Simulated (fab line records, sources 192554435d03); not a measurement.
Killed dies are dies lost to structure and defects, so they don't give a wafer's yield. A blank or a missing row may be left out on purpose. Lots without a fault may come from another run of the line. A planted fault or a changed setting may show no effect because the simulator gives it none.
A struck lot beside a sound one | flow n5_finfet | 24 steps out of a route of 1938
Sound: wafers L910.2, L910.4, L910.5. Struck: wafers L918.1, L918.2, L918.5. The cause comes at the end.
At each step with rows: each side's tool, then ch and its chambers, then its first start. Under that, the readings that differ: sound wafers | struck wafers | difference of the means | sigmas: that difference in standard deviations of wafers without a fault.
alike: readings whose means differ by less than 2 such deviations, and words and numbers that are the same on both sides. not compared: withheld readings, readings that some wafer has no value for, bounds like >300 that may hide the same value, and numbers for which the record gives no deviation and whose values overlap.
The two part at a step that has a row with sigmas, a row that says differs or no value, or rows on one side only. Numbers that don't overlap but have no deviation are shown without sigmas and don't part them. A reading that every wafer of one side lacks parts them only if that side has two wafers or more.

first, 8 steps without rows for these wafers: N5_BEOL_M6_ANNEAL_51 (time 90 s); N5_BEOL_M6_CMP_52 (polishes, stops on SiCOH lowk, t overpolish 6.9 s, target thk 80 nm); N5_BEOL_M6_PRE_CLEAN_55 (time 15 s); N5_BEOL_M6_DEP_56 (deposits SiCN from 3MS/NH3, target thk 10 nm, time 17.5 s); N5_BEOL_M7_ILD_DEP_00 (deposits SiCOH lowk from DEMS/porogen, target thk 179.75 nm, time 33.4 s); N5_BEOL_M7_CURE_74 (cures SiCOH lowk, time 240 s); N5_BEOL_M7_PECVD_70 (deposits SiO2 from TEOS/O2, target thk 20 nm, time 22.7 s); N5_BEOL_M7_HM_DEP_02 (deposits TiN, target thk 20 nm).
N5_BEOL_M7_COAT_59: time 60 s, resist thk 100 nm.
  sound on litho_track-01 ch 0, day 10 12:14; struck on litho_track-01 ch 0, day 11 14:35
  reading                                  | sound                | struck               | difference | sigmas
  spin_speed_rpm (rpm)                     | 1500.6 1500.3 1500.6 | 1584.2 1584.4 1583.7 | +83.6      | +84
  model.SOC_of_BEOL_M7_COAT_59.thk_nm (nm) | 99.6 99.8 99.6       | 96.6 96.6 96.8       | -3.0       |
then, 9 steps without rows for these wafers: N5_BEOL_M7_COAT_60 (time 60 s, resist thk 35 nm); N5_BEOL_M7_COAT_05 (resist thk 90 nm); N5_BEOL_M7_EBR_07; N5_BEOL_M7_SOFTBAKE_06 (time 60 s); N5_BEOL_M7_EXPOSE_08 (exposes mask M7); N5_BEOL_M7_PEB_09 (peb time 60 s); N5_BEOL_M7_DEVELOP_10 (develop time 30 s); N5_BEOL_M7_DESCUM_16 (chemistry O2, time 7.9 s); N5_BEOL_M7_ETCH_61 (etches SiARC in CF4, target depth 45.5 nm, time 75.8 s).
N5_BEOL_M7_ETCH_62: etches SOC in N2/H2, target depth 110 nm, overetch 22 nm, time 165 s.
  sound on rie_diel-01 ch 1,2, day 10 12:40; struck on rie_diel-05 ch 0,1, day 11 15:01
  reading                  | sound             | struck            | difference | sigmas
  model.etch.depth_nm (nm) | 99.58 99.75 99.57 | 96.64 96.59 96.87 | -2.93      |
  alike: drypump_motor_current_A, oes_product_au, rf_vpp_V, showerhead_plenum_p_Torr, throttle_valve_pct
  not compared: rf_hours_counter_h
then, 2 steps without rows for these wafers: N5_BEOL_M7_STRIP_68 (strips in N2/H2); N5_BEOL_M7_STRIP_67 (strips in CF4).
N5_BEOL_M7_HM_OPEN_17: chemistry Cl2/BCl3, target TiN, target depth 20 nm, overetch 6 nm.
  sound on rie_metal-03 ch 0,1, day 10 12:51; struck on rie_metal-01 ch 0,1, day 11 15:12
  reading                                  | sound        | struck         | difference | sigmas
  model.SOC_of_BEOL_M7_COAT_59.thk_nm (nm) | 91.8 92 91.8 | 88.6 88.4 88.8 | -3.3       |
  alike: drypump_motor_current_A, mfc_ar_sccm, oes_product_au, throttle_valve_pct
  not compared: rf_hours_counter_h
then, 2 steps without rows for these wafers: N5_BEOL_M7_STRIP_19 (strips in O2); N5_PASSIVATION_PROBE_49.

WHERE THEY PART
Only at N5_BEOL_M7_COAT_59, within this record. Later steps at which nothing parts them and some readings are alike: N5_BEOL_M7_ETCH_62, N5_BEOL_M7_HM_OPEN_17.

WHY: what the simulator had put in
Process parameter drift: litho_track-01, from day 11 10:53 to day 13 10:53, at N5_BEOL_M7_COAT_59. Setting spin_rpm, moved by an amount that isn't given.
